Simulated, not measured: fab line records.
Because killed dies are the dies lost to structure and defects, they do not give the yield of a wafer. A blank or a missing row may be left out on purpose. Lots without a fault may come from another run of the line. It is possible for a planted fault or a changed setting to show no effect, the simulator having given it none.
Which tool is to blame? + flow n5_finfet + 11 lots, 33 wafers sampled, at 1 step of a route of 1938

WHAT EACH GAUGE READ, for each wafer
N5_BEOL_M7_INSPECT_13: inspects for defects (brightfield).
| lot  | measured     | on                | raw_defect_count |
|------|--------------|-------------------|------------------|
| L075 | day 9 02:24  | defect_inspect-02 | 224 259 305      |
| L077 | day 9 07:44  | defect_inspect-02 | 318 473 519      |
| L079 | day 10 01:59 | defect_inspect-02 | 381 415 397      |
| L082 | day 11 01:53 | defect_inspect-02 | 409 367 392      |
| L084 | day 11 05:23 | defect_inspect-01 | 503 494 564      |
| L086 | day 12 05:23 | defect_inspect-01 | 445 395 491      |
| L087 | day 12 10:02 | defect_inspect-01 | 315 206 269      |
| L090 | day 13 04:11 | defect_inspect-02 | 437 530 474      |
| L094 | day 13 12:58 | defect_inspect-02 | 312 290 321      |
| L091 | day 13 23:52 | defect_inspect-02 | 268 388 244      |
| L097 | day 15 08:37 | defect_inspect-01 | 301 415 407      |

WHICH TOOL RAN EACH LOT (tool, then ch and the chambers of the sampled wafers, then the start)
Record: no process step prior to these readings.

THE ANSWER, worked out from the rows above alone
Rule: the lots themselves supply what counts as usual. The widest of any qualifying gaps counts: lots, ordered by their means at a reading, are off when they make up no more than a third of the lots, leave a main group of 4 or more, and stand apart from it by 3 or more times the standard deviation of that group's means. The tables above print the reading to a certain number of digits; a main group whose means all agree to those digits is not used. A lot without any number at a reading at which 4 lots or more have one is off too. Any other lot the step has rows for is counted as sound.
Nothing can be told from this: no lot is off at any reading shown.

WHAT WAS PUT IN BY THE SIMULATOR
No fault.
